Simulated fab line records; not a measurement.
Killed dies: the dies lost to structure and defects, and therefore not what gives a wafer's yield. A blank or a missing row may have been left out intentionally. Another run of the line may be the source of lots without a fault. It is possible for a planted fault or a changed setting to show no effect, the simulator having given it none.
A lot that was struck, set against a sound lot || flow n5Finfet || 33 out of 1938 route steps
Sound: the wafers L780.1, L780.4, L780.5. Wafers struck: L770.4, L770.5, L770.6. At the end, the cause is stated.
At each step with rows: each side's tool, then ch and its chambers, then its first start. Under that, the readings that differ: sound wafers || struck wafers || difference of the means || sigmas: that difference in standard deviations of wafers without a fault.
alike: readings whose means differ by less than 2 such deviations, and words and numbers that are the same on both sides. not compared: withheld readings, readings that some wafer has no value for, bounds like >300 that may hide the same value, and numbers for which the record gives no deviation and whose values overlap.
Wherever a step has rows on one side only, a row that says differs or no value, or a row with sigmas, the two part there. Numbers that have no deviation but don't overlap get no sigmas and don't part them. Lack of a reading on every wafer of one side parts them only where that side has two or more wafers.

first, 9 steps without rows for these wafers: N5_WELL_APT_EBR_04; N5_WELL_APT_SOFTBAKE_03 (time 60 s); N5_WELL_APT_EXPOSE_05 (exposes mask NWELL, defocus 0 nm, target cd 200 nm); N5_WELL_APT_PEB_06 (peb time 90 s); N5_WELL_APT_DEVELOP_07 (develop time 45 s); N5_WELL_APT_HARDBAKE_12 (time 120 s); N5_WELL_APT_DESCUM_13 (chemistry O2, time 7.9 s); N5_WELL_APT_IMPLANT_14; N5_WELL_APT_IMPLANT_15.
N5_WELL_APT_STRIP_16: strips in SPM, time 900 s.
  sound on wetBench-06 ch 4,6,7, day 4 20:12; struck on wetBench-04 ch 1,3,5, day 2 08:08
then, 8 steps without rows for these wafers: N5_WELL_APT_HMDS_18 (time 60 s); N5_WELL_APT_COAT_19 (resist thk 950 nm); N5_WELL_APT_EBR_21; N5_WELL_APT_SOFTBAKE_20 (time 60 s); N5_WELL_APT_EXPOSE_22 (exposes mask PWELL, defocus 0 nm, target cd 200 nm); N5_WELL_APT_PEB_23 (peb time 90 s); N5_WELL_APT_DEVELOP_24 (develop time 45 s); N5_WELL_APT_HARDBAKE_29 (time 120 s).
N5_WELL_APT_INSPECT_27: inspects for defects (macro).
  sound on defectInspect-01, day 4 20:56; struck on defectInspect-02, day 2 08:44
{"reading": "rawDefectCount", "sound": "1 2 1", "struck": ">300 >300 >300", "difference": "differs", "sigmas": ""}
then, 10 steps without rows for these wafers: N5_WELL_APT_DESCUM_30 (chemistry O2, time 7.9 s); N5_WELL_APT_IMPLANT_31; N5_WELL_APT_IMPLANT_32; N5_WELL_APT_STRIP_33 (strips in SPM, time 900 s); N5_WELL_APT_RTA_34 (time 10 s); N5_WELL_APT_OXIDE_STRIP_42 (strips SiO2 in dHF, time 45 s, target depth 12 nm); N5_WELL_APT_PRECLEAN_36 (cleans in O3/DIW, time 45 s); N5_WELL_APT_PRECLEAN_39 (cleans in dHF, time 60 s); N5_WELL_APT_SRD_37 (time 30 s); N5_WELL_APT_EPI_41 (deposits Si from SiH4/H2, target thk 50 nm, time 297.7 s).
N5_WELL_APT_INSPECT_38: inspects for defects (darkfield).
  sound on defectInspect-01, day 4 23:07; struck on defectInspect-02, day 2 10:35
{"reading": "rawDefectCount", "sound": "18 15 10", "struck": "501 471 503", "difference": "+477", "sigmas": "+94"}
then, 1 step without rows for these wafers: N5_PMOS_HMC_CHANNEL_EPI_HM_DEP_34 (deposits SiO2 from TEOS/O2, target thk 36 nm, time 6.9 s).
-- record jumps: 6 days separate the struck wafers' starts on either side; left off in module PMOS_HMC_CHANNEL_EPI, taken up again in module BEOL_M4, whose first shown step is the route's number 1111 --
N5_BEOL_M4_RC_MEAS_101:
  sound on prober-01 ch 0, day 10 22:18; struck on prober-02 ch 0, day 8 19:16
{"reading": "VT_P (mV)", "sound": "-248 -245 -248", "struck": "-256 -258 -254", "difference": -9, "sigmas": -2}
  alike: DIBL_N, DIBL_P, IOFF_N, IOFF_P, ION_N, ION_P, SS_N, SS_P, VT_N
-- record jumps: 4 days separate the struck wafers' starts on either side; left off in module BEOL_M4, taken up again in module PASSIVATION, whose first shown step is the route's number 1936 --
N5_PASSIVATION_PROBE_49:
  sound on prober-02, day 15 18:37; struck on prober-01, day 13 05:38
{"reading": "defectLimitedYield (%)", "sound": "88.8 89.3 89.7", "struck": "86.7 83.7 81.4", "difference": -5.3, "sigmas": -4}
{"reading": "killedAtFrontEnd", "sound": "59 48 47", "struck": "96 142 146", "difference": "+77", "sigmas": "+8"}
{"reading": "killedDies", "sound": "132 126 122", "struck": "157 192 219", "difference": "+63", "sigmas": "+4"}
{"reading": "killedOpen", "sound": "85 82 73", "struck": "51 50 66", "difference": -24, "sigmas": -2}
{"reading": "sort_bin_5_function (%)", "sound": "7.2 6.1 5.3", "struck": "8.2 10.2 11.6", "difference": "+3.8", "sigmas": "+4"}
{"reading": "sortNPass", "sound": "1048 1054 1058", "struck": "1023 988 961", "difference": -63, "sigmas": -4}
{"reading": "sortYieldPct (%)", "sound": "88.8 89.3 89.7", "struck": "86.7 83.7 81.4", "difference": -5.3, "sigmas": -4}
  alike: killed_at_M0_to_M3, killed_at_M4_up, killedAtContacts, killedAtOther, killedShort, sort_bin_6_memory

== WHERE THEY PART ==
Last at N5_PASSIVATION_PROBE_49 as far as this record goes, first at N5_WELL_APT_INSPECT_27.

WHY: what had been put in by the simulator
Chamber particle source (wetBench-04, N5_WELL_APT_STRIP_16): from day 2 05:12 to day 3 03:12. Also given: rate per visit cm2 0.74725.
